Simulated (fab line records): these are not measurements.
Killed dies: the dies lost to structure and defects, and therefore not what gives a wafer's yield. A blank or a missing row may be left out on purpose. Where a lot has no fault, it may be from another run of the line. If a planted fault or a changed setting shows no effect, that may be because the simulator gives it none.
What tool caused it?    flow n5_finfet    69 wafers from 23 lots sampled at 6 of the route's 1938 steps

## WHAT THE GAUGES SHOWED, per wafer
Not one reading of a measure or inspect step in the record can be checked against a usual standard deviation.

## TOOL THAT RAN EACH LOT (tool first, then ch and the chambers of the sampled wafers, then the start)
lot   N5_MOL_CONTACT_COAG_ETCH_89         N5_MOL_CONTACT_COAG_ALD_133        N5_MOL_CONTACT_COAG_STRIP_49          N5_BEOL_M0_SAQP_DESCUM_19           N5_BEOL_M0_SAQP_STRIP_86            N5_BEOL_M0_SAQP_ALD_48
L074  rie_diel-03 ch 1,3, day 5 05:47     ald_sin-02 ch 0,2,3, day 5 07:29   plasma_asher-01 ch 0,1, day 5 08:10   rie_diel-06 ch 0,1,3, day 5 14:34   rie_diel-06 ch 0,1, day 5 14:56     ald_sin-01 ch 2,3, day 5 19:31
L075  rie_diel-02 ch 0,1, day 5 07:16     ald_sin-04 ch 0,2,3, day 5 09:17   plasma_asher-01 ch 0,1, day 5 10:12   rie_diel-04 ch 0,1,2, day 5 17:46   rie_diel-04 ch 1,3, day 5 18:08     ald_sin-02 ch 1,2, day 5 22:50
L077  rie_diel-03 ch 0,3, day 5 18:26     ald_sin-04 ch 0,3, day 5 20:13     plasma_asher-02 ch 0,1, day 5 20:47   rie_diel-06 ch 1,2,3, day 6 02:22   rie_diel-04 ch 0,3, day 6 02:44     ald_sin-02 ch 0,3, day 6 07:40
L078  rie_diel-05 ch 0,1,3, day 6 04:47   ald_sin-02 ch 0,2, day 6 06:28     plasma_asher-02 ch 0,1, day 6 07:01   rie_diel-06 ch 0,1,3, day 6 12:39   rie_diel-01 ch 0,1,2, day 6 13:02   ald_sin-02 ch 2,3, day 6 17:01
L079  rie_diel-02 ch 1,2, day 6 09:35     ald_sin-04 ch 0,1,2, day 6 11:08   plasma_asher-01 ch 0, day 6 11:43     rie_diel-04 ch 0,1, day 6 19:02     rie_diel-06 ch 0,1,3, day 6 19:25   ald_sin-02 ch 1,2, day 6 23:10
L080  rie_diel-05 ch 0,2, day 6 14:31     ald_sin-04 ch 2,3, day 6 16:40     plasma_asher-02 ch 0,1, day 6 17:13   rie_diel-04 ch 1,2,3, day 6 23:11   rie_diel-06 ch 0,1, day 6 23:36     ald_sin-01 ch 1,2,3, day 7 05:01
L081  rie_diel-02 ch 0,3, day 6 22:23     ald_sin-02 ch 0,1,2, day 6 23:51   plasma_asher-02 ch 0,1, day 7 00:23   rie_diel-06 ch 2,3, day 7 08:09     rie_diel-06 ch 1,2, day 7 08:45     ald_sin-04 ch 0,1, day 7 13:44
L082  rie_diel-02 ch 0,1,3, day 7 02:08   ald_sin-02 ch 0,1,3, day 7 03:59   plasma_asher-02 ch 0,1, day 7 04:31   rie_diel-06 ch 1,2,3, day 7 11:00   rie_diel-06 ch 0,1, day 7 11:31     ald_sin-02 ch 0,1,3, day 7 16:25
L083  rie_diel-02 ch 0,3, day 7 09:21     ald_sin-04 ch 0,1,3, day 7 11:05   plasma_asher-02 ch 0,1, day 7 11:38   rie_diel-06 ch 0,1, day 7 18:08     rie_diel-06 ch 2,3, day 7 18:40     ald_sin-01 ch 2,3, day 8 01:13
L084  rie_diel-05 ch 0,2,3, day 7 20:36   ald_sin-03 ch 1,2,3, day 7 22:02   plasma_asher-01 ch 0,1, day 7 22:35   rie_diel-06 ch 0,1,3, day 8 04:23   rie_diel-04 ch 0,1,2, day 8 04:46   ald_sin-01 ch 2,3, day 8 08:58
L085  rie_diel-05 ch 0,1, day 8 00:05     ald_sin-04 ch 1,3, day 8 02:13     plasma_asher-01 ch 0,1, day 8 02:45   rie_diel-04 ch 0,1, day 8 09:33     rie_diel-06 ch 2,3, day 8 09:56     ald_sin-04 ch 0,2, day 8 16:27
L086  rie_diel-03 ch 0,1, day 8 09:31     ald_sin-04 ch 0,2,3, day 8 11:22   plasma_asher-02 ch 0, day 8 11:55     rie_diel-06 ch 0,1,3, day 8 19:10   rie_diel-04 ch 1,2,3, day 8 19:32   ald_sin-02 ch 1,2,3, day 8 23:32
L087  rie_diel-03 ch 1,3, day 8 15:21     ald_sin-04 ch 0,3, day 8 17:55     plasma_asher-01 ch 0,1, day 8 18:29   rie_diel-06 ch 0,1,2, day 9 01:44   rie_diel-06 ch 0,3, day 9 02:07     ald_sin-04 ch 0,3, day 9 06:48
L088  rie_diel-05 ch 0,2,3, day 8 20:40   ald_sin-02 ch 2,3, day 8 22:29     plasma_asher-02 ch 0,1, day 8 23:02   rie_diel-06 ch 0,3, day 9 05:19     rie_diel-01 ch 0,2,3, day 9 05:41   ald_sin-04 ch 0,3, day 9 10:35
L089  rie_diel-03 ch 0,2,3, day 9 05:18   ald_sin-03 ch 1,2, day 9 06:57     plasma_asher-02 ch 0,1, day 9 07:31   rie_diel-06 ch 0,3, day 9 13:09     rie_diel-06 ch 0,3, day 9 13:32     ald_sin-02 ch 0,1, day 9 17:31
L090  rie_diel-03 ch 1,3, day 9 06:46     ald_sin-02 ch 1,2, day 9 08:38     plasma_asher-01 ch 0,1, day 9 09:25   rie_diel-01 ch 0,1, day 9 16:59     rie_diel-04 ch 2,3, day 9 17:21     ald_sin-02 ch 0,1,2, day 9 22:13
L091  rie_diel-05 ch 0,1,3, day 9 12:26   ald_sin-04 ch 0,2,3, day 9 13:59   plasma_asher-01 ch 0,1, day 9 14:31   rie_diel-04 ch 1,2,3, day 9 20:06   rie_diel-01 ch 0,1,2, day 9 20:28   ald_sin-04 ch 0,3, day 10 01:17
L092  rie_diel-05 ch 1,2, day 9 23:35     ald_sin-02 ch 0,3, day 10 01:37    plasma_asher-01 ch 0,1, day 10 02:19  rie_diel-06 ch 1,3, day 10 09:08    rie_diel-06 ch 2,3, day 10 09:31    ald_sin-02 ch 2,3, day 10 14:23
L093  rie_diel-05 ch 1,2,3, day 9 23:59   ald_sin-02 ch 2,3, day 10 01:47    plasma_asher-02 ch 0,1, day 10 02:20  rie_diel-01 ch 2,3, day 10 10:39    rie_diel-06 ch 0,1,2, day 10 11:02  ald_sin-02 ch 0,1, day 10 14:53
L094  rie_diel-02 ch 0,3, day 10 09:27    ald_sin-02 ch 0,1,3, day 10 10:48  plasma_asher-02 ch 0,1, day 10 11:20  rie_diel-01 ch 2,3, day 10 16:59    rie_diel-06 ch 0,1,2, day 10 17:21  ald_sin-02 ch 0,3, day 10 22:06
L095  rie_diel-05 ch 0,1,2, day 10 20:08  ald_sin-02 ch 1,2,3, day 10 21:50  plasma_asher-02 ch 0,1, day 10 22:39  rie_diel-06 ch 1,2, day 11 04:52    rie_diel-04 ch 0,1,3, day 11 05:14  ald_sin-02 ch 1,2,3, day 11 09:22
L096  rie_diel-03 ch 1,2,3, day 10 22:24  ald_sin-02 ch 0,2,3, day 10 23:56  plasma_asher-02 ch 1, day 11 00:28    rie_diel-04 ch 0,2,3, day 11 08:30  rie_diel-06 ch 0,2, day 11 08:53    ald_sin-02 ch 0,1,3, day 11 12:46
L097  rie_diel-03 ch 2,3, day 11 06:11    ald_sin-02 ch 1,3, day 11 07:41    plasma_asher-02 ch 0,1, day 11 08:42  rie_diel-06 ch 1,2, day 11 14:17    rie_diel-06 ch 0,2, day 11 14:40    ald_sin-01 ch 0,3, day 11 18:19
- N5_MOL_CONTACT_COAG_ETCH_89: etches underlayer in N2/H2, target depth 13 nm, time 10.4 s.
- N5_MOL_CONTACT_COAG_ALD_133: deposits SiO2, target thk 5 nm, pulse time 1 s, co reactant pulse time 1 s.
- N5_MOL_CONTACT_COAG_STRIP_49: strips in N2/H2, time 30 s.
- N5_BEOL_M0_SAQP_DESCUM_19: chemistry O2, time 7.9 s.
- N5_BEOL_M0_SAQP_STRIP_86: strips in N2/H2.
- N5_BEOL_M0_SAQP_ALD_48: deposits SiO2, target thk 20 nm, pulse time 1 s, co reactant pulse time 1 s.

## WHAT THE TOOLS THEMSELVES READ (means of the sampled wafers that have a number; where no wafer has one, the mark that the record gives instead)
N5_MOL_CONTACT_COAG_ETCH_89. Usual: drypump_motor_current_A 5.9 A, standard deviation 0.43; etch_rf_on_time_s 10.27 s, standard deviation 0.22; oes_product_au 0.64 a.u., standard deviation 0.07; rf_vpp_V 524.0 V, standard deviation 2.5; showerhead_plenum_p_Torr 2.54 Torr, standard deviation 0.083; throttle_valve_pct 17.85 %, standard deviation 0.22.
lot   tool         drypump_motor_current_A (A)  etch_rf_on_time_s (s)  oes_product_au (a.u.)  rf_vpp_V (V)  showerhead_plenum_p_Torr (Torr)  throttle_valve_pct (%)  flag
L074  rie_diel-03  6.2                          10.39                  0.67                   523.9         2.55                             17.67                   
L075  rie_diel-02  6.0                          10.51                  0.65                   520.4         2.45                             17.87                   
L077  rie_diel-03  6.0                          10.35                  0.61                   523.3         2.54                             17.76                   
L078  rie_diel-05  5.8                          10.37                  0.61                   526.2         2.63                             18.00                   
L079  rie_diel-02  5.5                          10.50                  0.62                   525.3         2.60                             17.90                   
L080  rie_diel-05  5.7                          10.33                  0.69                   525.1         2.58                             17.62                   
L081  rie_diel-02  6.2                          10.25                  0.68                   519.3         2.38                             17.87                   
L082  rie_diel-02  5.9                          10.39                  0.68                   523.2         2.49                             17.84                   
L083  rie_diel-02  6.1                          10.14                  0.72                   520.4         2.43                             17.82                   
L084  rie_diel-05  5.9                          10.21                  0.67                   525.2         2.58                             17.80                   
L085  rie_diel-05  5.5                          10.16                  0.61                   526.4         2.61                             17.84                   
L086  rie_diel-03  6.3                          10.47                  0.60                   523.7         2.52                             17.91                   
L087  rie_diel-03  6.1                          10.18                  0.64                   522.8         2.54                             17.73                   
L088  rie_diel-05  5.9                          10.23                  0.66                   524.9         2.58                             17.82                   
L089  rie_diel-03  5.9                          10.24                  0.59                   523.2         2.51                             17.87                   
L090  rie_diel-03  6.2                          10.23                  0.65                   523.7         2.54                             17.73                   
L091  rie_diel-05  5.8                          10.15                  0.60                   525.7         2.62                             18.03                   
L092  rie_diel-05  5.3                          10.29                  0.65                   524.9         2.57                             17.86                   
L093  rie_diel-05  5.7                          10.14                  0.66                   525.9         2.57                             17.94                   
L094  rie_diel-02  6.3                          10.37                  0.65                   519.2         2.37                             17.92                   
L095  rie_diel-05  5.5                          10.29                  0.65                   524.8         2.56                             17.77                   
L096  rie_diel-03  5.9                          10.13                  0.70                   523.9         2.51                             17.66                   
L097  rie_diel-03  5.6                          9.97                   0.76                   522.9         2.50                             17.55                   

N5_MOL_CONTACT_COAG_ALD_133. Usual: heater_power_w 74 W, standard deviation 8.4; precursor_pulse_height_rel 0.998, standard deviation 0.021.
lot   tool        heater_power_w (W)  precursor_pulse_height_rel  flag
L074  ald_sin-02  73                  1.023                       
L075  ald_sin-04  78                  0.999                       
L077  ald_sin-04  81                  1.013                       
L078  ald_sin-02  80                  0.999                       
L079  ald_sin-04  74                  0.994                       
L080  ald_sin-04  79                  0.966                       
L081  ald_sin-02  72                  0.997                       
L082  ald_sin-02  74                  1.008                       
L083  ald_sin-04  80                  1.005                       
L084  ald_sin-03  82                  0.990                       
L085  ald_sin-04  79                  0.992                       
L086  ald_sin-04  77                  0.995                       
L087  ald_sin-04  83                  1.003                       
L088  ald_sin-02  66                  1.001                       
L089  ald_sin-03  83                  0.993                       
L090  ald_sin-02  66                  1.008                       
L091  ald_sin-04  79                  0.985                       
L092  ald_sin-02  81                  0.983                       
L093  ald_sin-02  67                  1.012                       
L094  ald_sin-02  74                  0.995                       
L095  ald_sin-02  65                  1.004                       
L096  ald_sin-02  75                  0.982                       
L097  ald_sin-02  67                  1.006                       

N5_MOL_CONTACT_COAG_STRIP_49. Usual: drypump_motor_current_A 5.57 A, standard deviation 0.27; heater_power_w 332 W, standard deviation 28.
lot   tool             drypump_motor_current_A (A)  heater_power_w (W)  flag
L074  plasma_asher-01  5.93                         298                 
L075  plasma_asher-01  5.93                         294                 
L077  plasma_asher-02  5.35                         354                 
L078  plasma_asher-02  5.36                         352                 
L079  plasma_asher-01  5.70                         313                 
L080  plasma_asher-02  5.36                         356                 
L081  plasma_asher-02  5.36                         354                 
L082  plasma_asher-02  5.37                         351                 
L083  plasma_asher-02  5.36                         350                 
L084  plasma_asher-01  5.91                         304                 
L085  plasma_asher-01  5.81                         302                 
L086  plasma_asher-02  5.35                         342                 
L087  plasma_asher-01  5.83                         302                 
L088  plasma_asher-02  5.36                         360                 
L089  plasma_asher-02  5.36                         347                 
L090  plasma_asher-01  5.85                         305                 
L091  plasma_asher-01  5.92                         297                 
L092  plasma_asher-01  5.82                         300                 
L093  plasma_asher-02  5.35                         362                 
L094  plasma_asher-02  5.36                         356                 
L095  plasma_asher-02  5.36                         351                 
L096  plasma_asher-02  5.36                         362                 
L097  plasma_asher-02  5.36                         354                 

N5_BEOL_M0_SAQP_DESCUM_19. Usual: drypump_motor_current_A 5.6 A, standard deviation 0.45; oes_product_au 0.76 a.u., standard deviation 0.07; rf_vpp_V 243.2 V, standard deviation 1.6; showerhead_plenum_p_Torr 2.10 Torr, standard deviation 0.099; throttle_valve_pct 20.48 %, standard deviation 0.23.
lot   tool         drypump_motor_current_A (A)  oes_product_au (a.u.)  rf_vpp_V (V)  showerhead_plenum_p_Torr (Torr)  throttle_valve_pct (%)  flag
L074  rie_diel-06  5.8                          0.78                   242.8         2.06                             20.45                   
L075  rie_diel-04  5.6                          0.79                   243.4         2.17                             20.55                   
L077  rie_diel-06  5.5                          0.74                   241.5         1.99                             20.42                   
L078  rie_diel-06  5.7                          0.76                   242.1         2.06                             20.46                   
L079  rie_diel-04  5.4                          0.73                   243.4         2.16                             20.71                   
L080  rie_diel-04  5.8                          0.76                   244.9         2.15                             20.52                   
L081  rie_diel-06  5.3                          0.89                   243.9         2.17                             20.34                   
L082  rie_diel-06  5.5                          0.82                   242.4         2.07                             20.32                   
L083  rie_diel-06  5.6                          0.75                   242.9         2.08                             20.46                   
L084  rie_diel-06  5.8                          0.74                   243.3         2.05                             20.51                   
L085  rie_diel-04  5.4                          0.72                   243.8         2.16                             20.74                   
L086  rie_diel-06  5.8                          0.74                   243.1         2.05                             20.50                   
L087  rie_diel-06  5.3                          0.81                   243.6         2.10                             20.31                   
L088  rie_diel-06  5.8                          0.72                   244.0         2.13                             20.66                   
L089  rie_diel-06  6.0                          0.72                   243.6         2.11                             20.70                   
L090  rie_diel-01  6.3                          0.74                   242.3         2.06                             20.72                   
L091  rie_diel-04  5.8                          0.74                   244.9         2.14                             20.56                   
L092  rie_diel-06  5.8                          0.75                   241.3         1.97                             20.35                   
L093  rie_diel-01  5.4                          0.73                   244.5         2.13                             20.44                   
L094  rie_diel-01  5.7                          0.71                   242.5         2.10                             20.44                   
L095  rie_diel-06  5.0                          0.85                   242.8         2.11                             20.19                   
L096  rie_diel-04  5.7                          0.75                   243.5         2.15                             20.49                   
L097  rie_diel-06  5.0                          0.84                   243.2         2.11                             20.20                   

N5_BEOL_M0_SAQP_STRIP_86. Usual: drypump_motor_current_A 5.6 A, standard deviation 0.45; oes_product_au 0.77 a.u., standard deviation 0.07; rf_vpp_V 122.1 V, standard deviation 1.4; showerhead_plenum_p_Torr 3.37 Torr, standard deviation 0.14; throttle_valve_pct 19.0 %, standard deviation 0.34.
lot   tool         drypump_motor_current_A (A)  oes_product_au (a.u.)  rf_vpp_V (V)  showerhead_plenum_p_Torr (Torr)  throttle_valve_pct (%)  flag
L074  rie_diel-06  5.6                          0.77                   122.3         3.36                             19.1                    
L075  rie_diel-04  5.8                          0.72                   123.7         3.47                             19.3                    
L077  rie_diel-04  5.8                          0.73                   122.6         3.47                             18.8                    
L078  rie_diel-01  5.9                          0.76                   121.6         3.35                             19.0                    
L079  rie_diel-06  5.8                          0.75                   120.9         3.31                             19.1                    
L080  rie_diel-06  5.5                          0.78                   121.2         3.26                             19.1                    
L081  rie_diel-06  5.3                          0.86                   122.1         3.29                             18.9                    
L082  rie_diel-06  5.6                          0.76                   121.7         3.36                             19.1                    
L083  rie_diel-06  5.3                          0.88                   123.1         3.49                             18.7                    
L084  rie_diel-04  5.5                          0.76                   121.5         3.44                             19.1                    
L085  rie_diel-06  5.7                          0.78                   122.1         3.39                             18.8                    
L086  rie_diel-04  5.8                          0.75                   121.2         3.43                             19.2                    
L087  rie_diel-06  5.8                          0.73                   122.0         3.41                             19.1                    
L088  rie_diel-01  5.7                          0.72                   121.5         3.33                             19.0                    
L089  rie_diel-06  5.8                          0.72                   122.8         3.41                             19.1                    
L090  rie_diel-04  6.0                          0.78                   122.4         3.40                             18.7                    
L091  rie_diel-01  5.9                          0.74                   122.0         3.34                             19.0                    
L092  rie_diel-06  5.2                          0.84                   124.1         3.48                             18.7                    
L093  rie_diel-06  5.3                          0.79                   120.9         3.38                             18.9                    
L094  rie_diel-06  5.3                          0.79                   123.0         3.38                             18.9                    
L095  rie_diel-04  5.6                          0.70                   122.5         3.44                             19.3                    
L096  rie_diel-06  5.1                          0.83                   123.3         3.52                             18.7                    
L097  rie_diel-06  5.1                          0.83                   123.6         3.52                             18.8                    

N5_BEOL_M0_SAQP_ALD_48. Usual: heater_power_w 73 W, standard deviation 7.7; precursor_pulse_height_rel 0.997, standard deviation 0.021.
lot   tool        heater_power_w (W)  precursor_pulse_height_rel  flag
L074  ald_sin-01  72                  0.980                       
L075  ald_sin-02  65                  1.017                       
L077  ald_sin-02  74                  0.991                       
L078  ald_sin-02  65                  0.983                       
L079  ald_sin-02  66                  1.015                       
L080  ald_sin-01  73                  0.984                       
L081  ald_sin-04  77                  1.006                       
L082  ald_sin-02  74                  0.985                       
L083  ald_sin-01  71                  1.017                       
L084  ald_sin-01  74                  0.977                       
L085  ald_sin-04  76                  0.984                       
L086  ald_sin-02  67                  1.034                       
L087  ald_sin-04  84                  0.987                       
L088  ald_sin-04  81                  0.992                       
L089  ald_sin-02  72                  0.999                       
L090  ald_sin-02  72                  1.002                       
L091  ald_sin-04  82                  0.992                       
L092  ald_sin-02  68                  0.994                       
L093  ald_sin-02  72                  1.012                       
L094  ald_sin-02  74                  1.025                       
L095  ald_sin-02  66                  1.009                       
L096  ald_sin-02  74                  0.986                       
L097  ald_sin-01  80                  0.997                       

## THE ANSWER, worked out from the rows above alone
Rule: a lot counts as off when the mean over its wafers that have a number is more than 3 standard deviations away from the usual mean. A lot without any number at a reading at which 4 lots or more have one is off too. Where the step has rows for the other lots, those lots are counted as sound. The gauges are gone through in route order, then the tools' own readings, and for those a lot's mean is taken as printed above. The first step at which some lot is off is used, and at that step the reading that is off furthest; a lot without a number counts as furthest.
None of the lots is off at any reading shown; this tells nothing.

## WHAT WAS PUT IN BY THE SIMULATOR
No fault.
